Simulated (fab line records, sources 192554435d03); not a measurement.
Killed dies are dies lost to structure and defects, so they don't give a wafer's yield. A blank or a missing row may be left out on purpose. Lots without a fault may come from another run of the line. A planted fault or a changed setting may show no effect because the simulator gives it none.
fab line records | flow n5_finfet
record lots=7 wafers=21
route steps=1938 shown PMOS_HMC_CHANNEL_EPI@58 FIN_SAQP@94 STI_FIN_REVEAL@190 DUMMY_GATE@246 SD_EPI_P@312 SDB@368 GATE_CUT@469
start_h: hours from the record's first day to the start of the lot's first wafer shown | wait_h: hours since the lot's step before | " the same as in the row above | L1.1+2: a row that stands for several wafers | - no value, or no start given | * or withheld: withheld | < > ~ a bound
route shown NAME@n: a module of which the file shows steps, and the number in the route of the first | usual: mean/standard deviation of fault-free wafers | same: alike in all rows | chamber/n: place in a boat | sites: the reading at each site | _std_site: their standard deviation | _edge_site: outer sites' mean less inner sites' | radius_mm: how far each site lies from the wafer's centre | mask NAME#n: copy n | behind: the tool/chamber that last shaped the wafer | hold: why the lot was held/for how many hours/how that ended | device: the transistor (n, p or np) that didn't switch | end of line: the same wafers' tests at the end of the route | a step without rows: its recipe alone | killed: dies lost to structure and defects at the first sort, not the wafer's yield | map: a wafer's dies, x killed, . not, _ none there
set.NAME: the setting as run; set.NAME@STEP: as run at that earlier step | model.NAME: the simulator's own value behind a step, which no gauge read
lots whose settings were changed on purpose; a table a step, a row a wafer
## steps
# step N5_PMOS_HMC_CHANNEL_EPI_COAT_31
# recipe resist=BARC temp_c=205 time_s=60 spin_rpm=1500 resist_thk_nm=66
# columns lot.wafer tool chamber start_h wait_h set.spin_rpm model.BARC_of_PMOS_HMC_CHANNEL_EPI_COAT_31.thk_nm
L080.1 litho_track-03 0 52.65 0.0 1500 65.94
L080.2 " 0 " " 1500 65.89
L080.3 " 0 " " 1557 64.7
L081.2 litho_track-05 0 59.33 0.1 1500 65.93
L081.5 " 0 " " 1564 64.62
L081.6 " 0 " " 1500 65.85
L083.4 litho_track-03 0 71.00 0.0 1500 66.13
L083.5 " 0 " " 1500 66.14
L083.6 " 0 " " 1576 64.43
L084.1 litho_track-05 0 77.53 0.0 1595 64.14
L084.4 " 0 " " 1500 66.13
L084.6 " 0 " " 1595 64.27
L086.1 litho_track-05 0 89.18 0.0 1648 62.97
L086.3 " 0 " " 1500 65.99
L086.5 " 0 " " 1500 65.8
L093.2 litho_track-03 0 131.30 0.0 1349 69.77
L093.3 " 0 " " 1349 69.68
L093.5 " 0 " " 1500 65.93
L095.3 litho_track-03 0 143.52 0.0 1500 66.18
L095.4 " 0 " " 1500 66.16
L095.6 " 0 " " 1500 66.24
# step N5_PMOS_HMC_CHANNEL_EPI_COAT_03
# recipe resist=CAR-ArF-block spin_rpm=1500 resist_thk_nm=205
# step N5_PMOS_HMC_CHANNEL_EPI_EBR_05
# recipe solvent=PGMEA ebr_width_mm=1.5
# step N5_PMOS_HMC_CHANNEL_EPI_DESCUM_14
# recipe chemistry=O2 time_s=7.9 source_power_w=50 bias_power_w=20 pressure_mtorr=20 rf_frequency_hz=2.712e+07 temp_c=40 resist=CAR-ArF-block o2_flow_sccm=225
# step N5_PMOS_HMC_CHANNEL_EPI_ETCH_32
# recipe chemistry=N2/H2 target=BARC stop_on=SiO2 target_depth_a=858 over_etch_frac=0.3 time_s=50.3 ion_energy_ev=200 mask_material=CAR-ArF-block pressure_mtorr=30 source_w=840 bias_w=150 n2_flow_sccm=200 h2_flow_sccm=200
# columns lot.wafer tool chamber start_h wait_h set.spin_rpm@PMOS_HMC_CHANNEL_EPI_COAT_31 model.etch.depth_nm
L080.1 rie_diel-04 1 53.00 0.0 1500 65.94
L080.2 " 2 " " 1500 65.89
L080.3 " 0 " " 1557 64.7
L081.2 rie_diel-04 2 59.67 0.0 1500 65.93
L081.5 " 0 " " 1564 64.62
L081.6 " 1 " " 1500 65.85
L083.4 rie_diel-05 0 71.47 0.0 1500 66.13
L083.5 " 0 " " 1500 66.14
L083.6 " 3 " " 1576 64.43
L084.1 rie_diel-05 1 78.00 0.0 1595 64.14
L084.4 " 2 " " 1500 66.13
L084.6 " 1 " " 1595 64.27
L086.1 rie_diel-01 0 89.66 0.0 1648 62.97
L086.3 " 2 " " 1500 65.99
L086.5 " 3 " " 1500 65.8
L093.2 rie_diel-04 1 131.77 0.0 1349 69.77
L093.3 " 0 " " 1349 69.68
L093.5 " 1 " " 1500 65.93
L095.3 rie_diel-01 0 144.18 0.0 1500 66.18
L095.4 " 3 " " 1500 66.16
L095.6 " 1 " " 1500 66.24
# step N5_FIN_SAQP_ALD_61
# recipe material=SiO2 target_thk_a=40 temp_c=300 ald_precursor_family=BDEAS ald_co_reactant=O2-plasma pulse_time_s=1 purge_time_s=2 co_reactant_purge_time_s=2 ald_cycles=43 pressure_torr=2
# columns lot.wafer tool chamber start_h wait_h set.ald_cycles model.SiO2_of_FIN_SAQP_ALD_61.thk_nm
L080.1 ald_sin-02 1 57.26 0.5 43 4.021
L080.2 " 2 " " 43 4.037
L080.3 " 3 " " 47 4.404
L081.2 ald_sin-02 0 63.08 0.0 43 3.987
L081.5 " 1 " " 48 4.47
L081.6 " 2 " " 48 4.502
L083.4 ald_sin-04 1 74.39 0.0 43 3.94
L083.5 " 1 " " 43 3.957
L083.6 " 2 " " 43 3.986
L084.1 ald_sin-04 1 82.57 1.7 40 3.666
L084.4 " 3 " " 43 4.002
L084.6 " 0 " " 43 3.972
L086.1 ald_sin-03 3 92.95 0.5 43 4.014
L086.3 " 0 " " 37 3.439
L086.5 " 3 " " 37 3.463
L093.2 ald_sin-03 0 134.60 0.0 43 4.015
L093.3 " 1 " " 43 4.029
L093.5 " 2 " " 43 3.941
L095.3 ald_sin-03 1 147.57 0.0 43 4.018
L095.4 " 2 " " 43 3.971
L095.6 " 1 " " 43 4.017
# step N5_FIN_SAQP_PECVD_48
# recipe material=SiNx target_thk_a=250 temp_c=400 precursor=SiH4/NH3/N2 pressure_torr=1.5 rf_w=300 time_s=22.1
# columns lot.wafer tool chamber start_h wait_h set.time_s model.SiNx_of_FIN_SAQP_PECVD_48.thk_nm
L080.1 pecvd-04 1 57.88 0.0 22.1 25.44
L080.2 " 0 " " 22.1 24.36
L080.3 " 1 " " 22.1 25.4
L081.2 pecvd-01 1 63.68 0.0 21.14 23.58
L081.5 " 0 " " 22.1 25.64
L081.6 " 1 " " 22.1 25
L083.4 pecvd-03 1 75.00 0.0 22.1 25.11
L083.5 " 0 " " 22.1 25.74
L083.6 " 2 " " 24.59 27.86
L084.1 pecvd-04 0 83.15 0.0 21.13 23.41
L084.4 " 1 " " 21.13 24.22
L084.6 " 0 " " 22.1 24.69
L086.1+3 pecvd-03 1,0 93.53 0.0 22.1 24.47
L086.5 " 1 " " 22.1 25.04
L093.2 pecvd-01 2 135.19 0.0 22.1 24.87
L093.3 " 1 " " 25.08 27.79
L093.5 " 1 " " 25.08 28.33
L095.3 pecvd-03 1 148.15 0.0 22.1 24.85
L095.4 " 1 " " 22.1 24.6
L095.6 " 2 " " 22.1 24.67
# step N5_FIN_SAQP_PECVD_06
# recipe material=a-Si target_thk_a=600 temp_c=400 precursor=SiH4/He pressure_torr=3 rf_w=100 time_s=48.1
# step N5_FIN_SAQP_MANDREL1_REMOVE_56
# recipe chemistry=HBr/Cl2/O2 bt_time_s=10 target=a-Si stop_on=SiNx endpoint=OES-SiCl over_etch_frac=1 icp_w=600 bias_w=22 HBr_flow_sccm=150 Cl2_flow_sccm=80 O2_flow_sccm=5 pressure_mtorr=10
# step N5_FIN_SAQP_ETCH_57
# recipe chemistry=CH3F/O2 target=SiNx mask_material=SiO2 target_depth_a=325 time_s=46.4 pressure_mtorr=30 source_w=395 bias_w=73 Ar_flow_sccm=150 CH3F_flow_sccm=30 O2_flow_sccm=20 ion_energy_ev=120 ends=cleared
# columns lot.wafer tool chamber start_h wait_h set.time_s@FIN_SAQP_PECVD_48 model.etch.depth_nm
L080.1 rie_diel-02 1 61.33 0.1 22.1 25.44
L080.2 " 3 " " 22.1 24.36
L080.3 " 2 " " 22.1 25.4
L081.2 rie_diel-06 2 66.44 0.1 21.14 23.58
L081.5 " 3 " " 22.1 25.64
L081.6 " 0 " " 22.1 25
L083.4 rie_diel-06 0 77.98 0.1 22.1 25.11
L083.5 " 2 " " 22.1 25.74
L083.6 " 3 " " 24.59 27.86
L084.1 rie_diel-06 3 87.11 0.0 21.13 23.41
L084.4 " 2 " " 21.13 24.22
L084.6 " 1 " " 22.1 24.69
L086.1+3 rie_diel-02 3,1 97.96 0.0 22.1 24.47
L086.5 " 0 " " 22.1 25.04
L093.2 rie_diel-06 3 138.21 0.0 22.1 24.87
L093.3 " 1 " " 25.08 27.79
L093.5 " 1 " " 25.08 28.33
L095.3 rie_diel-03 3 151.41 0.0 22.1 24.85
L095.4 " 1 " " 22.1 24.6
L095.6 " 3 " " 22.1 24.67
# step N5_STI_FIN_REVEAL_ETCHBACK_08
# recipe chemistry=C4F6/O2 target=SiO2 target_depth_a=305 time_s=10.167 ion_energy_ev=250 pressure_mtorr=30 source_w=345 bias_w=185 Ar_flow_sccm=300 C4F6_flow_sccm=10 O2_flow_sccm=10
# columns lot.wafer tool chamber start_h wait_h set.time_s
L080.1+2+3 rie_diel-06 3,0,2 71.13 0.2 10.167
L081.2+5+6 rie_diel-03 1,1,0 76.70 0.4 10.167
L083.4 rie_diel-03 3 87.15 0.1 8.954
L083.5+6 " 1,2 " " 10.167
L084.1+6 rie_diel-02 2,0 98.86 0.4 10.91
L084.4 " 1 " " 10.167
L086.1+3 rie_diel-02 0,2 109.23 0.2 11.45
L086.5 " 1 " " 10.167
L093.2+3+5 rie_diel-03 3,0,2 148.23 0.2 10.167
L095.3+4+6 rie_diel-03 1,3,0 161.31 0.1 10.167
# step N5_STI_FIN_REVEAL_OXIDATION_31
# recipe chemistry=O2_PLASMA_REMOTE temp_c=150 time_s=20 pressure_mtorr=1000 source_power_w=2000 o2_flow_sccm=3000
# columns lot.wafer tool chamber start_h wait_h set.time_s
L080.1+2+3 plasma_asher-02 0,1,1 73.53 0.0 20
L081.2+5+6 plasma_asher-01 0,1,0 79.31 0.0 20
L083.4+5+6 plasma_asher-01 1,0,1 89.58 0.1 20
L084.1 plasma_asher-01 1 101.68 0.4 16.7
L084.4+6 " 1,0 " " 20
L086.1+3+5 plasma_asher-01 1,0,1 111.72 0.0 23.83
L093.2+3 plasma_asher-01 1 150.65 0.0 20
L093.5 " 0 " " 15.89
L095.3+4+6 plasma_asher-02 0,1,1 163.78 0.1 20
# step N5_STI_FIN_REVEAL_PRECLEAN_32
# recipe chemistry=NF3:NH3 afs_cycles=1 temp_c=30 time_s=20 sublimation_temp_c=180 sublimation_time_s=60 pressure_torr=3 rf_power_w=30
# step N5_STI_FIN_REVEAL_STRIP_35
# recipe chemistry=H3PO4 material=Si3N4 temp_c=165 target_depth_a=40 time_s=39
# step N5_STI_FIN_REVEAL_SRD_23
# recipe dry=ipa_marangoni time_s=30 temp_c=23 rinse_liquid=diw
# step N5_STI_FIN_REVEAL_FIN_H_MEAS_10
# usual trench_depth_nm=51.7/0.74
# columns lot.wafer tool chamber start_h wait_h set.time_s@STI_FIN_REVEAL_ETCHBACK_08 trench_depth_nm
L080.1 ocd-02 - 74.08 0.0 10.167 51.2
L080.2 " - " " 10.167 50.2
L080.3 " - " " 10.167 52.3
L081.2 ocd-01 - 79.87 0.0 10.167 51.1
L081.5 " - " " 10.167 51.2
L081.6 " - " " 10.167 52.6
L083.4 ocd-02 - 90.11 0.0 8.954 47.3
L083.5 " - " " 10.167 51.3
L083.6 " - " " 10.167 50.5
L084.1 ocd-02 - 102.23 0.0 10.91 54.6
L084.4 " - " " 10.167 52.0
L084.6 " - " " 10.91 53.8
L086.1 ocd-02 - 112.27 0.0 11.45 54.0
L086.3 " - " " 11.45 55.4
L086.5 " - " " 10.167 51.5
L093.2 ocd-02 - 151.23 0.0 10.167 51.1
L093.3 " - " " 10.167 52.1
L093.5 " - " " 10.167 52.0
L095.3 ocd-01 - 164.31 0.0 10.167 51.8
L095.4 " - " " 10.167 51.1
L095.6 " - " " 10.167 52.2
# step N5_DUMMY_GATE_ETCH_32
# recipe chemistry=CF4 target=SiO2 target_depth_a=35 time_s=3.9 ion_energy_ev=350 pressure_mtorr=10 icp_w=800 bias_w=400 cf4_flow_sccm=80
# columns lot.wafer tool chamber start_h wait_h set.time_s model.etch.depth_nm
L080.1 rie_si-06 0 83.87 0.1 3.9 3.263
L080.2 " 1 " " 3.389 3.001
L080.3 " 3 " " 3.389 3.03
L081.2 rie_si-06 3 89.53 0.1 3.194 2.86
L081.5 " 2 " " 3.9 3.636
L081.6 " 1 " " 3.194 2.848
L083.4 rie_si-01 1 102.19 0.0 4.471 4.12
L083.5 " 3 " " 3.9 3.549
L083.6 " 2 " " 4.471 3.933
L084.1 rie_si-05 0 111.73 0.1 3.9 3.632
L084.4 " 3 " " 3.9 3.419
L084.6 " 3 " " 3.9 3.449
L086.1 rie_si-05 3 122.11 0.1 3.9 3.473
L086.3 " 0 " " 3.9 3.634
L086.5 " 0 " " 3.9 3.631
L093.2 rie_si-06 1 160.74 0.1 3.9 3.471
L093.3 " 2 " " 3.9 3.621
L093.5 " 2 " " 3.083 2.849
L095.3 rie_si-06 1 173.80 0.1 3.9 3.496
L095.4 " 0 " " 3.9 3.288
L095.6 " 0 " " 3.9 3.266
# step N5_SD_EPI_P_ETCH_16
# recipe chemistry=CHF3/O2 target=SiO2 target_depth_a=50 mask_material=SOC pressure_mtorr=30 source_w=650 bias_w=170 Ar_flow_sccm=200 CHF3_flow_sccm=50 O2_flow_sccm=5 ion_energy_ev=200
# columns lot.wafer tool chamber start_h wait_h set.target_depth_a model.etch.depth_nm
L080.1 rie_diel-01 1 90.89 0.1 50 4.975
L080.2 " 0 " " 46.37 4.633
L080.3 " 2 " " 50 5.099
L081.2 rie_diel-04 2 96.67 0.1 44.87 4.542
L081.5 " 1 " " 44.87 4.588
L081.6 " 0 " " 50 4.902
L083.4 rie_diel-05 3 109.19 0.0 46.83 4.593
L083.5 " 0 " " 46.83 4.758
L083.6 " 1 " " 46.83 4.68
L084.1 rie_diel-05 1 118.80 0.1 50 5.004
L084.4 " 2 " " 50 5.022
L084.6 " 2 " " 50 4.983
L086.1 rie_diel-04 1 129.46 0.1 50 5.154
L086.3 " 0 " " 50 4.947
L086.5 " 1 " " 50 5.134
L093.2 rie_diel-05 0 167.77 0.1 55.39 5.657
L093.3 " 2 " " 50 5.021
L093.5 " 0 " " 50 5.099
L095.3 rie_diel-05 2 181.52 0.1 50 5.072
L095.4 " 3 " " 50 4.767
L095.6 " 1 " " 50 5.012
# step N5_SD_EPI_P_EPI_21
# recipe material=SiGe:B dopant=B temp_c=550 pressure_torr=20 ambient=H2 time_s=355
# columns lot.wafer tool chamber start_h wait_h set.time_s model.SiGe-B_of_SD_EPI_P_EPI_21.thk_nm
L080.1 epi_rpcvd-02 0 91.62 0.1 355 60.8
L080.2 " 0 " " 355 62.2
L080.3 " 0 " " 315.6 57
L081.2 epi_rpcvd-03 0 97.76 0.5 326.4 58.2
L081.5 " 0 98.84 1.5 355 61.6
L081.6 " 0 " " 355 62.2
L083.4 epi_rpcvd-04 0 110.98 1.1 355 62.2
L083.5 " 0 " " 355 62
L083.6 " 0 " " 422.5 69.6
L084.1 epi_rpcvd-04 0 119.54 0.1 355 61.4
L084.4 " 0 120.62 1.1 328.8 58
L084.6 " 0 " " 355 61
L086.1 epi_rpcvd-04 0 130.20 0.1 355 61.4
L086.3+5 " 0 " " 355 60.4
L093.2 epi_rpcvd-02 0 168.87 0.5 355 61.8
L093.3 " 0 " " 355 62
L093.5 " 0 " " 355 62.6
L095.3 epi_rpcvd-04 0 182.98 0.8 355 59.6
L095.4 " 0 " " 355 61
L095.6 " 0 " " 355 60.2
# step N5_SD_EPI_P_EPI_MEAS_23
# recipe mode=xrd
# usual thk_nm=60.9/1.3
# columns lot.wafer tool chamber start_h wait_h set.time_s@SD_EPI_P_EPI_21 thk_nm
L080.1 film_metro-02 - 93.82 1.8 355 60.0
L080.2 " - " " 355 63.3
L080.3 " - " " 315.6 56.6
L081.2 film_metro-02 - 99.61 1.5 326.4 58.5
L081.5 " - " " 355 62.3
L081.6 " - " " 355 61.8
L083.4 film_metro-02 - 112.12 0.8 355 63.5
L083.5 " - " " 355 63.0
L083.6 " - " " 422.5 70.0
L084.1 film_metro-01 - 121.75 1.9 355 62.3
L084.4 " - " " 328.8 57.9
L084.6 " - " " 355 61.0
L086.1 film_metro-01 - 132.40 1.8 355 62.2
L086.3 " - " " 355 61.4
L086.5 " - " " 355 61.0
L093.2 film_metro-02 - 170.70 1.5 355 63.8
L093.3 " - " " 355 61.0
L093.5 " - " " 355 62.6
L095.3 film_metro-02 - 184.46 1.1 355 58.3
L095.4 " - " " 355 60.9
L095.6 " - " " 355 59.7
# step N5_SD_EPI_P_HM_STRIP_48
# recipe chemistry=H3PO4 temp_c=160 material=SiNx target=SiNx target_depth_a=30 overetch_fraction=0.3
# step N5_SD_EPI_P_SRD_49
# recipe dry=ipa_marangoni time_s=30 temp_c=23 rinse_liquid=diw
# step N5_SD_EPI_P_PRECLEAN_24
# recipe chemistry=O3/DIW time_s=45 temp_c=22 o3_ppm=10
# columns lot.wafer tool chamber start_h wait_h set.time_s@SD_EPI_P_EPI_21 model.SiGe-B_of_SD_EPI_P_EPI_21.thk_nm
L080.1 wet_bench-03 1 93.94 0.0 355 60.4
L080.2 " 7 " " 355 61.8
L080.3 " 6 " " 315.6 56.6
L081.2 wet_bench-04 3 99.72 0.0 326.4 57.8
L081.5 " 5 " " 355 61
L081.6 " 4 " " 355 61.6
L083.4 wet_bench-04 1 112.23 0.0 355 61.8
L083.5 " 2 " " 355 61.6
L083.6 " 0 " " 422.5 69
L084.1 wet_bench-06 3 121.86 0.0 355 61
L084.4 " 5 " " 328.8 57.4
L084.6 " 7 " " 355 60.6
L086.1 wet_bench-06 6 132.50 0.0 355 61
L086.3+5 " 1,2 " " 355 59.8
L093.2 wet_bench-04 5 170.81 0.0 355 61.2
L093.3 " 7 " " 355 61.4
L093.5 " 6 " " 355 62.2
L095.3 wet_bench-04 0 184.56 0.0 355 59.2
L095.4 " 2 " " 355 60.6
L095.6 " 3 " " 355 59.8
# step N5_SDB_ETCH_25
# recipe chemistry=C4F6/O2 target=SiO2 target_depth_a=100 time_s=3.3 ion_energy_ev=250 mask_material=SiNx pressure_mtorr=30 source_w=345 bias_w=185 Ar_flow_sccm=300 C4F6_flow_sccm=10 O2_flow_sccm=10
# columns lot.wafer tool chamber start_h wait_h set.time_s model.etch.depth_nm
L080.1 rie_diel-06 3 102.28 0.0 3.3 9.87
L080.2 " 2 " " 3.3 10.06
L080.3 " 1 " " 3.3 10.04
L081.2 rie_diel-03 0 107.78 0.0 3.3 10.12
L081.5 " 0 " " 3.3 10.04
L081.6 " 3 " " 3.3 9.694
L083.4 rie_diel-06 3 121.71 0.0 3.3 9.784
L083.5 " 3 " " 2.968 8.877
L083.6 " 2 " " 2.968 9.081
L084.1 rie_diel-06 2 130.04 0.0 3.3 10.14
L084.4 " 3 " " 2.745 8.186
L084.6 " 2 " " 2.745 8.384
L086.1 rie_diel-02 1 141.61 0.0 2.814 8.519
L086.3 " 2 " " 2.814 8.566
L086.5 " 1 " " 3.3 10.14
L093.2 rie_diel-03 3 180.84 1.0 3.736 11.05
L093.3 " 2 " " 3.3 9.746
L093.5 " 0 " " 3.736 11.4
L095.3 rie_diel-06 0 193.38 0.0 3.3 9.506
L095.4 " 1 " " 3.3 9.978
L095.6 " 2 " " 3.3 10.19
# step N5_SDB_CUT_ETCH_26
# recipe chemistry=HBr/Cl2/O2 target=Si target_depth_a=1296 bt_time_s=20 mask_material=SiNx time_s=51.8 ion_energy_ev=* bias_w=* pressure_mtorr=10 icp_w=800 HBr_flow_sccm=150 Cl2_flow_sccm=80 O2_flow_sccm=12
# columns lot.wafer tool chamber start_h wait_h set.icp_w model.SDB.feature_depth_nm model.etch.depth_nm
L080.1 rie_si-03 1 102.36 0.1 800 132.4 132.4
L080.2 " 2 " " 800 129.2 129.2
L080.3 " 3 " " 800 128.2 128.2
L081.2 rie_si-02 2 107.87 0.1 800 128.4 128.4
L081.5 " 0 " " 938.1 136.2 136.2
L081.6 " 1 " " 938.1 138.2 138.3
L083.4 rie_si-02 1 121.79 0.1 800 128.8 128.7
L083.5 " 0 " " 800 128.4 128.3
L083.6 " 3 " " 800 134.8 134.7
L084.1 rie_si-03 2 130.12 0.1 800 129.6 129.5
L084.4 " 0 " " 800 131.4 131.4
L084.6 " 0 " " 758.3 127.2 127.2
L086.1 rie_si-03 0 141.70 0.1 800 128.2 128.2
L086.3 " 3 " " 937.6 138.2 138.1
L086.5 " 0 " " 800 129.6 129.6
L093.2 rie_si-02 2 180.92 0.1 883.7 135.2 135.1
L093.3 " 1 " " 800 128.8 128.8
L093.5 " 2 " " 800 127.6 127.5
L095.3 rie_si-02 2 193.46 0.1 800 128.4 128.5
L095.4 " 0 " " 800 127 127
L095.6 " 1 " " 800 130 130
# step N5_GATE_CUT_ETCH_58
# recipe chemistry=CH3F/O2 target=SiNx target_depth_a=170 time_s=128.6 ion_energy_ev=50 pressure_mtorr=30 source_w=415 bias_w=21 Ar_flow_sccm=150 CH3F_flow_sccm=30 O2_flow_sccm=20
# usual rf_vpp_V=99.3/0.84
# columns lot.wafer tool chamber start_h wait_h set.bias_w rf_vpp_V
L080.1 rie_diel-04 0 115.40 0.0 21 99.0
L080.2 " 2 " " 21 98.9
L080.3 " 3 " " 18.78 91.7
L081.2 rie_diel-04 0 122.10 0.3 21 100.4
L081.5 " 1 " " 21 99.9
L081.6 " 0 " " 21 99.9
L083.4 rie_diel-01 1 135.24 0.0 22.68 104.5
L083.5 " 2 " " 22.68 104.3
L083.6 " 3 " " 21 98.9
L084.1 rie_diel-01 0 144.77 0.0 21 98.7
L084.4 " 2 " " 21 97.9
L084.6 " 1 " " 21 98.8
L086.1 rie_diel-01 1 155.54 0.0 21 99.4
L086.3 " 0 " " 22.72 102.7
L086.5 " 1 " " 22.72 105.3
L093.2 rie_diel-04 1 194.75 0.0 21 97.9
L093.3 " 0 " " 18.17 90.3
L093.5 " 1 " " 18.17 89.5
L095.3 rie_diel-05 2 207.30 0.5 21 100.4
L095.4 " 1 " " 21 100.4
L095.6 " 0 " " 21 100.8
## key
split step=N5_PMOS_HMC_CHANNEL_EPI_COAT_31 setting=spin_rpm stated=1500 by=wafer
response step=N5_PMOS_HMC_CHANNEL_EPI_COAT_31 reading=model.BARC_of_PMOS_HMC_CHANNEL_EPI_COAT_31.thk_nm change=-0.33 per=1% r=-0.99
response step=N5_PMOS_HMC_CHANNEL_EPI_ETCH_32 reading=model.etch.depth_nm change=-0.33 per=1% r=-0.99
split step=N5_FIN_SAQP_ALD_61 setting=ald_cycles stated=43 by=wafer
response step=N5_FIN_SAQP_ALD_61 reading=model.SiO2_of_FIN_SAQP_ALD_61.thk_nm change=+0.0417 per=1% r=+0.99
split step=N5_FIN_SAQP_PECVD_48 setting=time_s stated=22.1 by=wafer
response step=N5_FIN_SAQP_PECVD_48 reading=model.SiNx_of_FIN_SAQP_PECVD_48.thk_nm change=+0.236 per=1% r=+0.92
response step=N5_FIN_SAQP_ETCH_57 reading=model.etch.depth_nm change=+0.236 per=1% r=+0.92
split step=N5_STI_FIN_REVEAL_ETCHBACK_08 setting=time_s stated=10.167 by=wafer
response step=N5_STI_FIN_REVEAL_FIN_H_MEAS_10 reading=trench_depth_nm change=+0.28 per=1% r=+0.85
split step=N5_STI_FIN_REVEAL_OXIDATION_31 setting=time_s stated=20 by=wafer
response none clear
split step=N5_DUMMY_GATE_ETCH_32 setting=time_s stated=3.9 by=wafer
response step=N5_DUMMY_GATE_ETCH_32 reading=model.etch.depth_nm change=+0.0338 per=1% r=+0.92
split step=N5_SD_EPI_P_ETCH_16 setting=target_depth_a stated=50 by=wafer
response step=N5_SD_EPI_P_ETCH_16 reading=model.etch.depth_nm change=+0.0468 per=1% r=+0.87
split step=N5_SD_EPI_P_EPI_21 setting=time_s stated=355 by=wafer
response step=N5_SD_EPI_P_EPI_21 reading=model.SiGe-B_of_SD_EPI_P_EPI_21.thk_nm change=+0.407 per=1% r=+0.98
response step=N5_SD_EPI_P_EPI_MEAS_23 reading=thk_nm change=* per=1% r=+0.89
response step=N5_SD_EPI_P_PRECLEAN_24 reading=model.SiGe-B_of_SD_EPI_P_EPI_21.thk_nm change=+0.401 per=1% r=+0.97
split step=N5_SDB_ETCH_25 setting=time_s stated=3.3 by=wafer
response step=N5_SDB_ETCH_25 reading=model.etch.depth_nm change=+0.106 per=1% r=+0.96
split step=N5_SDB_CUT_ETCH_26 setting=icp_w stated=800 by=wafer
response step=N5_SDB_CUT_ETCH_26 reading=model.SDB.feature_depth_nm change=+0.551 per=1% r=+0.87
response step=N5_SDB_CUT_ETCH_26 reading=model.etch.depth_nm change=+0.55 per=1% r=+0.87
split step=N5_GATE_CUT_ETCH_58 setting=bias_w stated=21 by=wafer
response step=N5_GATE_CUT_ETCH_58 reading=rf_vpp_V change=+0.63 per=1% r=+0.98
